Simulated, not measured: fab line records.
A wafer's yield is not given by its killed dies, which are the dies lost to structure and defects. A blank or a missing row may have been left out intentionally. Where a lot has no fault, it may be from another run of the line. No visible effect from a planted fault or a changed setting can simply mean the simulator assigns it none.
Struck lot and sound lot, side by side | flow n5-finfet | 37 out of 1938 route steps
Sound: wafers L549.3, L549.4, L549.6. The struck wafers were L554.1, L554.3, L554.4. The cause is named last.
Order at every step that has rows: each side's tool, ch and its chambers, its first start. Under that, the readings that differ: sound wafers | struck wafers | difference of the means | sigmas: that difference in standard deviations of wafers without a fault.
alike: same words and numbers on both sides, and readings whose means sit less than 2 such deviations apart. not compared: any withheld reading, any reading some wafer has no value for, any bound like >300 that may hide the same value, and any number with overlapping values for which the record gives no deviation.
Wherever a step has rows on one side only, a row that says differs or no value, or a row with sigmas, the two part there. Non-overlapping numbers with no deviation appear without sigmas and do not part them. A reading missing from all wafers of one side parts the sides only when that side holds two or more wafers.

first, 9 steps without rows for these wafers: N5_BEOL_M4_ANNEAL_95 (time 240 s); N5_BEOL_M4_SPUTTER_96 (material Cu, target thk 4.5 nm, time 8.29 s); N5_BEOL_M4_ECD_50 (material Cu, target thk 300 nm); N5_BEOL_M4_ANNEAL_51 (time 90 s); N5_BEOL_M4_CMP_52 (polishes, stops on SiOC, t overpolish 6.8 s, target thk 40 nm); N5_BEOL_M4_PRE_CLEAN_60 (time 15 s); N5_BEOL_M4_CO_CAP_55 (material Co, precursor CCTBA/H2, target thk 2 nm, time 102.1 s); N5_BEOL_M4_PRE_CLEAN_56 (time 15 s); N5_BEOL_M4_DEP_57 (deposits SiCN from 3MS/NH3, target thk 8 nm, time 14 s).
N5_BEOL_M4_RC_MEAS_101:
  sound on prober-02 ch 0, day 8 11:49; struck on prober-02 ch 0, day 9 17:02
  alike: DIBL_N, DIBL_P, IOFF_N, IOFF_P, ION_N, ION_P, SS_N, SS_P, VT_N, VT_P
then, 24 steps without rows for these wafers: N5_BEOL_M5_ILD_DEP_00 (deposits SiCOH lowk from DEMS/porogen, target thk 140.64 nm, time 25.9 s); N5_BEOL_M5_CURE_79 (cures SiCOH lowk, time 240 s); N5_BEOL_M5_PECVD_70 (deposits SiO2 from TEOS/O2, target thk 16 nm, time 18 s); N5_BEOL_M5_HM_DEP_02 (deposits TiN, target thk 20 nm); N5_BEOL_M5_COAT_59 (time 60 s, resist thk 60 nm); N5_BEOL_M5_COAT_60 (time 60 s, resist thk 12 nm); N5_BEOL_M5_COAT_71 (time 60 s, resist thk 5 nm); N5_BEOL_M5_COAT_05 (resist thk 30 nm); N5_BEOL_M5_EBR_07; N5_BEOL_M5_SOFTBAKE_06 (time 60 s); N5_BEOL_M5_EXPOSE_08 (exposes mask M5, target cd 28 nm); N5_BEOL_M5_PEB_09 (peb time 60 s); N5_BEOL_M5_DEVELOP_10 (develop time 30 s); N5_BEOL_M5_DESCUM_16 (chemistry O2, time 7 s); N5_BEOL_M5_ETCH_72 (etches underlayer in N2/H2, target depth 6.5 nm, time 5.2 s); N5_BEOL_M5_ETCH_61 (etches SiARC in CF4, target depth 15.6 nm, time 26 s); N5_BEOL_M5_ETCH_62 (etches SOC in N2/H2, target depth 75 nm, overetch 15 nm, time 112.5 s); N5_BEOL_M5_STRIP_63 (strips in N2/H2); N5_BEOL_M5_STRIP_73 (strips in N2/H2); N5_BEOL_M5_STRIP_64 (strips in CF4); N5_BEOL_M5_HM_OPEN_17 (chemistry Cl2/BCl3, target TiN, target depth 20 nm, overetch 6 nm); N5_BEOL_M5_STRIP_19 (strips in O2); N5_BEOL_M5_COAT_65 (time 60 s, resist thk 60 nm); N5_BEOL_M5_COAT_66 (time 60 s, resist thk 12 nm).
N5_BEOL_M10_EXPOSE_25: exposes mask V9.
  sound on arfi-scanner-01 ch 0, day 10 14:03; struck on arfi-scanner-01 ch 0, day 11 14:55
  reading              | sound             | struck            | difference | sigmas
  exposure-dose-mJ-cm2 | 85.28 85.43 85.36 | 92.79 92.82 92.89 | +7.48      | +95
  alike: mask
N5_BEOL_M10_CD_MEAS_28: target cd 70 nm.
  sound on cd-sem-02 ch 0, day 10 14:10; struck on cd-sem-03 ch 0, day 11 15:03
  reading    | sound          | struck         | difference | sigmas
  cd-nm (nm) | 68.5 69.8 69.0 | 77.8 77.3 77.8 | +8.5       | +9
N5_PASSIVATION_PROBE_49:
  sound on prober-01, day 12 13:40; struck on prober-02, day 13 14:52
  reading         | sound    | struck   | difference | sigmas
  killed_at_M4_up | 12 13 20 | 31 19 43 | +16        | +2
  killed-on-rim   | 12 8 15  | 25 14 37 | +14        | +3
  alike: defect-limited-yield, killed_at_M0_to_M3, killed-at-contacts, killed-at-front-end, killed-at-other, killed-dies, killed-open, killed-short, sort_bin_5_function, sort_bin_6_memory, sort-n-pass, sort-yield-pct

== WHERE THEY PART ==
At N5_BEOL_M10_EXPOSE_25 first; at N5_PASSIVATION_PROBE_49 last (within this record only).

WHY: what had been put in by the simulator
Process parameters drifting: arfi-scanner-01 at N5_BEOL_M10_EXPOSE_25, beginning at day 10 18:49. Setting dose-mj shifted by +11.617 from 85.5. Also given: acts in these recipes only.
